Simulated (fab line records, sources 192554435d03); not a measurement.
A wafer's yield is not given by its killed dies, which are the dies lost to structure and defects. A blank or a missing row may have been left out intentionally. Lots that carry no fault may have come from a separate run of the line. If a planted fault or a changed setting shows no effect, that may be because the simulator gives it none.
Lot-split experiment || flow n5 finfet || on a route of 1938 steps: 7 lots, 21 wafers read

THE SPLIT ITSELF
At N5_BEOL_M4_COAT_62 (time 60 s, resist thk 12 nm), the setting spin rpm was moved away from the recipe's 1500 rpm on 4 of the 21 wafers read, by -6.3% to +3.4%. This setting was run at the recipe's value on the other wafers.

FROM THE SPLIT TO THE READING: what the file shows between them, 4 steps
- N5_BEOL_M4_COAT_73: time 60 s, resist thk 5 nm
- N5_BEOL_M4_COAT_05: resist thk 30 nm
- N5_BEOL_M4_DESCUM_16: chemistry O2, time 7 s
- N5_BEOL_M4_ETCH_74: etches underlayer in N2/H2, target depth 6.5 nm, time 5.2 s

THE READING
etch.depth nm (the simulator's own value, which no gauge read), in nm, at N5_BEOL_M4_ETCH_63 (etches SiARC in CF4, target depth 15.6 nm, time 26 s). The file does not state a usual value for it. Across the 17 wafers here that went through the recipe, the average is 12.01 nm and the standard deviation 0.038 nm.

{"wafer": "L074.3", "tool, chamber at the split": "litho track-01, 0", "spin rpm as run, rpm": 1500, "against the recipe": "recipe", "etch.depth nm, nm": 12, "against lot-mates on the recipe": "-"}
{"wafer": "L074.4", "tool, chamber at the split": "litho track-01, 0", "spin rpm as run, rpm": 1500, "against the recipe": "recipe", "etch.depth nm, nm": 11.97, "against lot-mates on the recipe": "-"}
{"wafer": "L074.6", "tool, chamber at the split": "litho track-01, 0", "spin rpm as run, rpm": 1500, "against the recipe": "recipe", "etch.depth nm, nm": 12.02, "against lot-mates on the recipe": "-"}
{"wafer": "L078.1", "tool, chamber at the split": "litho track-01, 0", "spin rpm as run, rpm": 1551, "against the recipe": "+3.4%", "etch.depth nm, nm": 11.87, "against lot-mates on the recipe": -0.13}
{"wafer": "L078.3", "tool, chamber at the split": "litho track-01, 0", "spin rpm as run, rpm": 1500, "against the recipe": "recipe", "etch.depth nm, nm": 12, "against lot-mates on the recipe": "-"}
{"wafer": "L078.4", "tool, chamber at the split": "litho track-01, 0", "spin rpm as run, rpm": 1551, "against the recipe": "+3.4%", "etch.depth nm, nm": 11.82, "against lot-mates on the recipe": -0.18}
{"wafer": "L080.1", "tool, chamber at the split": "litho track-02, 0", "spin rpm as run, rpm": 1405, "against the recipe": "-6.3%", "etch.depth nm, nm": 12.42, "against lot-mates on the recipe": "+0.43"}
{"wafer": "L080.3", "tool, chamber at the split": "litho track-02, 0", "spin rpm as run, rpm": 1405, "against the recipe": "-6.3%", "etch.depth nm, nm": 12.38, "against lot-mates on the recipe": "+0.39"}
{"wafer": "L080.5", "tool, chamber at the split": "litho track-02, 0", "spin rpm as run, rpm": 1500, "against the recipe": "recipe", "etch.depth nm, nm": 11.99, "against lot-mates on the recipe": "-"}
{"wafer": "L082.1", "tool, chamber at the split": "litho track-02, 0", "spin rpm as run, rpm": 1500, "against the recipe": "recipe", "etch.depth nm, nm": 12.07, "against lot-mates on the recipe": "-"}
{"wafer": "L082.3", "tool, chamber at the split": "litho track-02, 0", "spin rpm as run, rpm": 1500, "against the recipe": "recipe", "etch.depth nm, nm": 12.06, "against lot-mates on the recipe": "-"}
{"wafer": "L082.6", "tool, chamber at the split": "litho track-02, 0", "spin rpm as run, rpm": 1500, "against the recipe": "recipe", "etch.depth nm, nm": 12.03, "against lot-mates on the recipe": "-"}
{"wafer": "L086.1", "tool, chamber at the split": "litho track-02, 0", "spin rpm as run, rpm": 1500, "against the recipe": "recipe", "etch.depth nm, nm": 12.01, "against lot-mates on the recipe": "-"}
{"wafer": "L086.2", "tool, chamber at the split": "litho track-02, 0", "spin rpm as run, rpm": 1500, "against the recipe": "recipe", "etch.depth nm, nm": 12.03, "against lot-mates on the recipe": "-"}
{"wafer": "L086.3", "tool, chamber at the split": "litho track-02, 0", "spin rpm as run, rpm": 1500, "against the recipe": "recipe", "etch.depth nm, nm": 11.98, "against lot-mates on the recipe": "-"}
{"wafer": "L090.3", "tool, chamber at the split": "litho track-01, 0", "spin rpm as run, rpm": 1500, "against the recipe": "recipe", "etch.depth nm, nm": 11.92, "against lot-mates on the recipe": "-"}
{"wafer": "L090.4", "tool, chamber at the split": "litho track-01, 0", "spin rpm as run, rpm": 1500, "against the recipe": "recipe", "etch.depth nm, nm": 11.96, "against lot-mates on the recipe": "-"}
{"wafer": "L090.6", "tool, chamber at the split": "litho track-01, 0", "spin rpm as run, rpm": 1500, "against the recipe": "recipe", "etch.depth nm, nm": 11.98, "against lot-mates on the recipe": "-"}
{"wafer": "L097.1", "tool, chamber at the split": "litho track-02, 0", "spin rpm as run, rpm": 1500, "against the recipe": "recipe", "etch.depth nm, nm": 12.01, "against lot-mates on the recipe": "-"}
{"wafer": "L097.2", "tool, chamber at the split": "litho track-02, 0", "spin rpm as run, rpm": 1500, "against the recipe": "recipe", "etch.depth nm, nm": 12.04, "against lot-mates on the recipe": "-"}
{"wafer": "L097.3", "tool, chamber at the split": "litho track-02, 0", "spin rpm as run, rpm": 1500, "against the recipe": "recipe", "etch.depth nm, nm": 12.05, "against lot-mates on the recipe": "-"}

THE FIT
A straight line over all 21 wafers: etch.depth nm changes by -0.0585 nm for each +1% of spin rpm; r = -0.96; the points scatter about the line by 0.039 nm.
The same after taking each lot's own level away (the mean of its wafers on the recipe; 21 wafers): -0.06 nm for each +1%; r = -0.98; scatter 0.027 nm.
According to that fit, moving spin rpm by its largest amount changes the reading by 0.38 nm.
From 11.953 to 12.053 nm: that is the span of the lots' own levels, equal to 2.7 times the standard deviation above.
So the lot-to-lot level changes the slope little: the two slopes agree.
Check: with one of the wafers moved furthest among these (-6.3%) left out of the fit, the line predicts +0.359 nm for it against its lot-mates. It came out at +0.43 nm against them.

ADDITIONAL SPLITS CARRIED BY THESE WAFERS
Other splits were also applied to these wafers ahead of the reading. Each is held against what the fit with the lots' levels taken away leaves over:
{"other split on the same wafers": "N5_BEOL_M1_TRENCH_ETCH_37 bias w", "wafers away from the commonest value": 9, "r with etch.depth nm (lot level and that fit taken away)": "+0.17"}
{"other split on the same wafers": "N5_BEOL_M2_COAT_62 spin rpm", "wafers away from the commonest value": 6, "r with etch.depth nm (lot level and that fit taken away)": -0.14}
{"other split on the same wafers": "N5_BEOL_M2_COAT_73 temp c", "wafers away from the commonest value": 6, "r with etch.depth nm (lot level and that fit taken away)": -0.29}
{"other split on the same wafers": "N5_BEOL_M3_COAT_76 spin rpm", "wafers away from the commonest value": 6, "r with etch.depth nm (lot level and that fit taken away)": "+0.18"}
{"other split on the same wafers": "N5_BEOL_M3_EXPOSE_25 dose mj", "wafers away from the commonest value": 4, "r with etch.depth nm (lot level and that fit taken away)": "+0.03"}
{"other split on the same wafers": "N5_BEOL_M4_HM_DEP_02 target thk a", "wafers away from the commonest value": 7, "r with etch.depth nm (lot level and that fit taken away)": -0.36}

THE WHOLE CHAIN: every reading that the file lists as answering this split, in the file's order
{"step": "N5_BEOL_M4_COAT_62", "what it does": "time 60 s, resist thk 12 nm", "reading": "SiARC_of_BEOL_M4_COAT_62.thk nm (the simulator's own value, which no gauge read)", "change (the file's fit)": "-0.0622 nm for each +1% of the setting", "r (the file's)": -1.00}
{"step": "N5_BEOL_M4_ETCH_63", "what it does": "etches SiARC in CF4, target depth 15.6 nm, time 26 s", "reading": "etch.depth nm (the simulator's own value, which no gauge read)", "change (the file's fit)": "-0.0615 nm for each +1% of the setting", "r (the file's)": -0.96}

THE FILE'S OWN FIT
etch.depth nm changes by -0.0615 nm for each +1% of spin rpm, r = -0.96.
